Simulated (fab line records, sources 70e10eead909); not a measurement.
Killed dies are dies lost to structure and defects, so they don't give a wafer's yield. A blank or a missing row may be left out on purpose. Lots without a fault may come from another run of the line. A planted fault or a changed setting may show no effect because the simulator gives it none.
Chamber matching | flow nand_harc | NHARC_A_BLC_STRIP_29 on rie_diel-09: 4 sister chambers
The step strips in CF4. 8 wafers are shown with their chamber, then 9 later ones without.

WAFERS WITH THEIR CHAMBER
wafer  | chamber | showerhead_plenum_p_Torr (Torr) | drypump_motor_current_A (A)
L513.2 | 2       | 1.70                            | 6.5
L513.3 | 1       | 1.79                            | 5.1
L514.4 | 2       | 1.70                            | 6.4
L514.6 | 1       | 1.79                            | 5.1
L520.5 | 3       | 1.78                            | 5.4
L525.2 | 0       | 1.86                            | 5.1
L525.3 | 3       | 1.77                            | 5.4
L525.6 | 0       | 1.86                            | 5.1

WAFERS WITHOUT THEIR CHAMBER
wafer  | showerhead_plenum_p_Torr (Torr) | drypump_motor_current_A (A)
L524.2 | 1.77                            | 5.4
L524.4 | 1.79                            | 5.1
L524.6 | 1.77                            | 5.4
L527.4 | 1.77                            | 5.4
L527.5 | 1.69                            | 6.5
L527.6 | 1.79                            | 5.1
L530.3 | 1.77                            | 5.4
L530.4 | 1.86                            | 5.1
L530.6 | 1.69                            | 6.5

WHICH CHAMBER EACH WENT THROUGH
wafer  | from the rows above | in truth
L524.2 | 3                   | 3
L524.4 | 1                   | 1
L524.6 | 3                   | 3
L527.4 | 3                   | 3
L527.5 | 2                   | 2
L527.6 | 1                   | 1
L530.3 | 3                   | 3
L530.4 | 0                   | 0
L530.6 | 2                   | 2
Placed correctly: 9 of 9. Can't be placed from these rows: 0. Placed wrongly: 0.
How it was worked out, from the rows above alone: a wafer's distance from a chamber is the root of the sum, over the readings, of the square of ((its reading less the chamber's mean) divided by the reading's scatter). The wafer belongs to the nearest chamber; if the next one is less than 2 further off, it can't be placed. A chamber's mean is the mean of its shown wafers. The scatter: the root of (the sum of the squares of (reading less its chamber's mean) over the shown wafers, divided by (wafers less chambers)).
